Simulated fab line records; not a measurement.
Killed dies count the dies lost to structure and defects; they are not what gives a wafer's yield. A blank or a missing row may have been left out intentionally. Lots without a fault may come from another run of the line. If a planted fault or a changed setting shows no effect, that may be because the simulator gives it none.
Which of the tools did it?    flow nand-harc    12 lots, 36 wafers sampled, at 6 steps of a route of 1302

WHAT EACH GAUGE READ, for each wafer
NHARC_A_START_INSPECT_01. Usual: raw-defect-count at 3.5, with a standard deviation of 1.9.
lot   measured      on                 raw-defect-count  flag
L377  day 7 22:42   defect-inspect-01  3 6 6             
L376  day 8 00:46   defect-inspect-02  4 4 1             
L379  day 8 21:22   defect-inspect-01  5 5 6             
L380  day 9 02:37   defect-inspect-01  3 4 3             
L382  day 9 21:08   defect-inspect-01  1 2 3             
L390  day 13 19:01  defect-inspect-01  2 4 8             
L391  day 13 21:21  defect-inspect-01  4 1 5             
L392  day 14 04:20  defect-inspect-01  3 1 2             
L393  day 14 15:37  defect-inspect-01  1 4 4             
L394  day 14 21:28  defect-inspect-01  4 2 7             
L396  day 16 00:48  defect-inspect-01  6 5 1             
L397  day 16 04:01  defect-inspect-01  3 5 2             

NHARC_A_ONON_D1_THK_MEAS_18: measures by ellipsometry. Usual: thk-nm at 1000 nm, with a standard deviation of 9.3.
lot   measured      on             thk-nm (nm)     flag
L377  day 9 11:59   film-metro-01  1001 999 1001   
L376  day 9 11:59   film-metro-02  990 991 989     
L379  day 10 06:37  film-metro-02  1004 1004 1005  
L380  day 10 14:38  film-metro-02  1010 700 1009   OFF
L382  day 11 05:56  film-metro-01  1006 697 697    OFF
L390  day 15 06:06  film-metro-02  996 998 996     
L391  day 15 06:05  film-metro-01  1002 999 1000   
L392  day 15 15:20  film-metro-01  1002 1001 1002  
L393  day 16 01:04  film-metro-02  1005 1007 1007  
L394  day 16 10:45  film-metro-02  977 976 975     
L396  day 17 13:13  film-metro-01  999 997 999     
L397  day 17 13:13  film-metro-02  991 990 990     

NHARC_END_SORT_01. Usual: killed-at-array 51, standard deviation 17; killed-at-other 1.6, standard deviation 2.1; killed-at-periphery 4, standard deviation 3.2; killed-dies 57, standard deviation 18; killed-open 2.9, standard deviation 1.7; killed-short 2.3, standard deviation 1.3.
lot   measured      on         killed-at-array  killed-at-other  killed-at-periphery  killed-dies  killed-open  killed-short  flag
L380  day 27 03:11  prober-02  36 675 31        1 2 2            5 0 2                42 677 35    7 1 3        4 5 4         OFF
L382  day 27 14:13  prober-01  56 672 674       0 0 0            3 5 3                59 677 677   2 4 4        1 3 2         OFF
L390  day 30 20:04  prober-02  62 69 61         5 3 1            0 1 0                67 73 62     3 2 1        1 1 3         

WHICH TOOL RAN EACH LOT (tool, then ch and the chambers of the sampled wafers, then the start)
lot   NHARC_P_BONDPAD_ACTIVATE_29         NHARC_A_ONON_D1_DEP_16            NHARC_A_CHANNEL_HOLE_D1_DEP_00
L377  rie-diel-06 ch 0,1,3, day 7 22:17   pecvd-onon-03 ch 0, day 9 11:28   acl-dep-03 ch 0, day 9 14:50
L376  rie-diel-09 ch 0,1,3, day 8 00:23   pecvd-onon-04 ch 0, day 9 11:28   acl-dep-01 ch 0, day 9 14:52
L379  rie-diel-09 ch 0,2,3, day 8 20:54   pecvd-onon-01 ch 0, day 10 06:12  acl-dep-01 ch 0, day 10 12:41
L380  rie-diel-09 ch 0,1,2, day 9 02:09   pecvd-onon-01 ch 0, day 10 14:07  acl-dep-02 ch 0, day 10 18:25
L382  rie-diel-09 ch 0,2,3, day 9 20:45   pecvd-onon-01 ch 0, day 11 05:25  acl-dep-02 ch 0, day 11 14:58
L390  rie-diel-08 ch 1,2, day 13 18:37    pecvd-onon-01 ch 0, day 15 05:38  acl-dep-02 ch 0, day 15 09:17
L391  rie-diel-08 ch 0,1,2, day 13 20:56  pecvd-onon-03 ch 0, day 15 05:38  acl-dep-01 ch 0, day 15 09:16
L392  rie-diel-09 ch 1,3, day 14 03:54    pecvd-onon-01 ch 0, day 15 14:57  acl-dep-02 ch 0, day 15 19:06
L393  rie-diel-08 ch 1,2, day 14 15:13    pecvd-onon-01 ch 0, day 16 00:34  acl-dep-02 ch 0, day 16 04:08
L394  rie-diel-06 ch 0,3, day 14 21:04    pecvd-onon-04 ch 0, day 16 10:18  acl-dep-03 ch 0, day 16 16:39
L396  rie-diel-09 ch 0,1,2, day 16 00:25  pecvd-onon-04 ch 0, day 17 12:46  acl-dep-02 ch 0, day 17 17:26
L397  rie-diel-06 ch 1,2,3, day 16 03:38  pecvd-onon-01 ch 0, day 17 12:46  acl-dep-03 ch 0, day 17 17:02
- NHARC_P_BONDPAD_ACTIVATE_29: chemistry N2, time 60 s.
- NHARC_A_ONON_D1_DEP_16: target thk 1000 nm.
- NHARC_A_CHANNEL_HOLE_D1_DEP_00: deposits aC, target thk 3100 nm.

AS READ BY THE TOOLS THEMSELVES (means over the sampled wafers that have a number; for cases with no such wafer, the mark the record gives instead)
NHARC_P_BONDPAD_ACTIVATE_29. Usual: drypump-motor-current-A 5.8 A, standard deviation 0.53; oes-product-au 1.000 a.u., standard deviation 0.0072; rf-vpp-V 64.1 V, standard deviation 0.87; showerhead-plenum-p-Torr 1.75 Torr, standard deviation 0.077.
lot   tool         drypump-motor-current-A (A)  oes-product-au (a.u.)  rf-vpp-V (V)  showerhead-plenum-p-Torr (Torr)  flag
L377  rie-diel-06  6.1                          1.000                  63.9          1.77                             
L376  rie-diel-09  5.4                          0.999                  65.1          1.77                             
L379  rie-diel-09  5.3                          0.998                  64.2          1.72                             
L380  rie-diel-09  5.7                          0.997                  64.3          1.79                             
L382  rie-diel-09  5.3                          0.996                  64.1          1.72                             
L390  rie-diel-08  6.0                          0.995                  63.7          1.71                             
L391  rie-diel-08  5.9                          1.001                  64.8          1.76                             
L392  rie-diel-09  5.8                          0.998                  63.7          1.83                             
L393  rie-diel-08  6.0                          1.004                  63.7          1.71                             
L394  rie-diel-06  6.0                          0.996                  64.1          1.78                             
L396  rie-diel-09  5.7                          1.010                  64.1          1.78                             
L397  rie-diel-06  6.3                          1.001                  64.7          1.71                             

NHARC_A_ONON_D1_DEP_16. Usual: sih4-flow-sccm at 210.0 sccm, with a standard deviation of 0.63.
lot   tool           sih4-flow-sccm (sccm)  flag
L377  pecvd-onon-03  210.4                  
L376  pecvd-onon-04  210.6                  
L379  pecvd-onon-01  209.7                  
L380  pecvd-onon-01  210.0                  
L382  pecvd-onon-01  210.4                  
L390  pecvd-onon-01  209.7                  
L391  pecvd-onon-03  209.8                  
L392  pecvd-onon-01  209.8                  
L393  pecvd-onon-01  210.0                  
L394  pecvd-onon-04  209.0                  
L396  pecvd-onon-04  210.4                  
L397  pecvd-onon-01  210.4                  

NHARC_A_CHANNEL_HOLE_D1_DEP_00. Usual: throttle-valve-pct at 35.001 %, with a standard deviation of 0.0095.
lot   tool        throttle-valve-pct (%)  flag
L377  acl-dep-03  34.995                  
L376  acl-dep-01  35.002                  
L379  acl-dep-01  34.995                  
L380  acl-dep-02  35.017                  
L382  acl-dep-02  35.004                  
L390  acl-dep-02  35.002                  
L391  acl-dep-01  34.993                  
L392  acl-dep-02  35.003                  
L393  acl-dep-02  35.000                  
L394  acl-dep-03  35.008                  
L396  acl-dep-02  34.999                  
L397  acl-dep-03  34.997                  

THE ANSWER, worked out from the rows above alone
Rule: a lot is off if the mean of its wafers that have a number lies more than 3 standard deviations from the usual mean. Also off: a lot with no number at a reading for which 4 or more lots have one. All remaining lots with rows at the step are treated as sound. The gauges are gone through in route order, then the tools' own readings, and for those a lot's mean is taken as printed above. The first step at which some lot is off is used, and at that step the reading that is off furthest; a lot without a number counts as furthest.
Off at NHARC_A_ONON_D1_THK_MEAS_18 (thk-nm): L380, L382.
If a tool, at a process step before that reading, ran all the lots that are off and no sound lot after the first of them, it fits. The gauges at NHARC_A_ONON_D1_THK_MEAS_18 aren't tried: what is off there is off at NHARC_END_SORT_01 too, on other tools, and a gauge's error can't cause that. None of those tried fits.

WHAT THE SIMULATOR PUT IN
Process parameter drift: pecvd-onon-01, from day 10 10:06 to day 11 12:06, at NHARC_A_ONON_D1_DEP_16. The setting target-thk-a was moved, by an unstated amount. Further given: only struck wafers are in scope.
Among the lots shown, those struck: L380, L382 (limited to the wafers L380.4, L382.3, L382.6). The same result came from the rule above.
